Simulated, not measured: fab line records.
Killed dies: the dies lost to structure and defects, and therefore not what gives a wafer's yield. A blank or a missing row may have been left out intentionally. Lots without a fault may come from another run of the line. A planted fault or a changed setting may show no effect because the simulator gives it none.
Matching of chambers + flow nandHarc + NHARC_A_M1_CMP_23 on cmp-01: 4 sister chambers
The step polishes, t overpolish 20 s, target thk 154.34 nm. 14 wafers are shown with their chamber, then 7 later ones without.

## EACH WAFER AND ITS CHAMBER
| wafer  | chamber | motorCurrentA (A) | timeToEndpointS (s) |
|--------|---------|-------------------|---------------------|
| L890.2 | 0       | 10.4              | 29                  |
| L890.3 | 3       | 11.4              | 28                  |
| L890.6 | 3       | 11.5              | 30                  |
| L893.1 | 0       | 10.5              | 26                  |
| L893.3 | 1       | 13.7              | 25                  |
| L893.4 | 3       | 11.2              | 28                  |
| L892.1 | 2       | 10.7              | 33                  |
| L892.3 | 3       | 11.3              | 29                  |
| L892.4 | 0       | 10.4              | 25                  |
| L897.1 | 2       | 10.6              | 27                  |
| L897.2 | 3       | 11.1              | 28                  |
| L897.6 | 0       | 9.8               | 24                  |
| L898.1 | 3       | 11.3              | 32                  |
| L898.4 | 1       | 13.3              | 28                  |

SIGNATURES (averages over the wafers above)
| reading         | chamber 0 | chamber 1 | chamber 2 | chamber 3 | scatter within a chamber |
|-----------------|-----------|-----------|-----------|-----------|--------------------------|
| motorCurrentA   | 10.275    | 13.500    | 10.650    | 11.300    | 0.222                    |
| timeToEndpointS | 26.00     | 26.50     | 30.00     | 29.17     | 2.22                     |
Rule: a wafer lies at a distance from a chamber equal to the root of the sum of squares, over the readings, of (its reading less the chamber's mean, divided by the reading's scatter). If the next closest chamber is less than 2 further off than the closest, the wafer can't be placed; otherwise it belongs to the closest. The scatter is the square root of a quotient: the sum, over the shown wafers, of each reading's squared deviation from its chamber's mean, divided by wafers minus chambers.

## WAFERS WITH NO CHAMBER GIVEN
| wafer  | motorCurrentA (A) | timeToEndpointS (s) |
|--------|-------------------|---------------------|
| L898.6 | 13.3              | 29                  |
| L902.2 | 9.9               | 26                  |
| L902.3 | 13.3              | 29                  |
| L902.5 | 9.8               | 25                  |
| L907.1 | 9.7               | 24                  |
| L907.4 | 10.4              | 28                  |
| L907.5 | 13.2              | 25                  |

## CHAMBER TAKEN BY EACH
| wafer  | from the rows above     | in truth |
|--------|-------------------------|----------|
| L898.6 | 1                       | 1        |
| L902.2 | 0                       | 0        |
| L902.3 | 1                       | 1        |
| L902.5 | 0                       | 0        |
| L907.1 | 0                       | 0        |
| L907.4 | can't be placed: 0 or 2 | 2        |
| L907.5 | 1                       | 1        |
6 of 7 placed correctly. Unplaceable from these rows: 1, with the true chamber sitting among the candidates in 1. Number placed wrongly: 0.
